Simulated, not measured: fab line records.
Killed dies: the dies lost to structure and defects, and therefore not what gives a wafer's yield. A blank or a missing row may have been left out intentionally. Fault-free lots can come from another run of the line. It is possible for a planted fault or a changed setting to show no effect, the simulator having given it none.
Chamber matching ; flow n5 finfet ; cvd co-01 running N5_BEOL_M4_CO_CAP_55: 3 sister chambers
The step material Co, precursor CCTBA/H2, target thk 2 nm, time 102.1 s. 5 wafers are shown with their chamber, then 7 later ones without.

== WAFERS, EACH WITH ITS CHAMBER ==
wafer;chamber;heater power w (W)
L506.3;1;229
L504.4;0;226
L504.6;2;236
L508.3;2;239
L508.5;0;223

== WAFERS WITH NO CHAMBER GIVEN ==
wafer;heater power w (W)
L508.6;230
L511.1;232
L511.2;242
L511.6;227
L515.1;229
L515.5;224
L515.6;230

== WHICH CHAMBER EACH ONE RAN IN ==
wafer;from the rows above;in truth
L508.6;1;1
L511.1;can't be placed: 1 or 2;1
L511.2;2;2
L511.6;can't be placed: 1 or 0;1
L515.1;1;1
L515.5;0;0
L515.6;1;1
Placed correctly: 5 of 7. Can't be placed from these rows: 2 (the true chamber is among the candidates in 2). 0 placed wrongly.
How it was worked out, from the rows above alone: a wafer's distance from a chamber is the root of the sum, over the readings, of the square of ((its reading less the chamber's mean) divided by the reading's scatter). The wafer belongs to the nearest chamber; if the next one is less than 2 further off, it can't be placed. A chamber's mean is the mean of its shown wafers. The scatter: take each reading less its chamber's mean, square it, sum over the shown wafers, divide by the number of wafers less the number of chambers, and take the root.
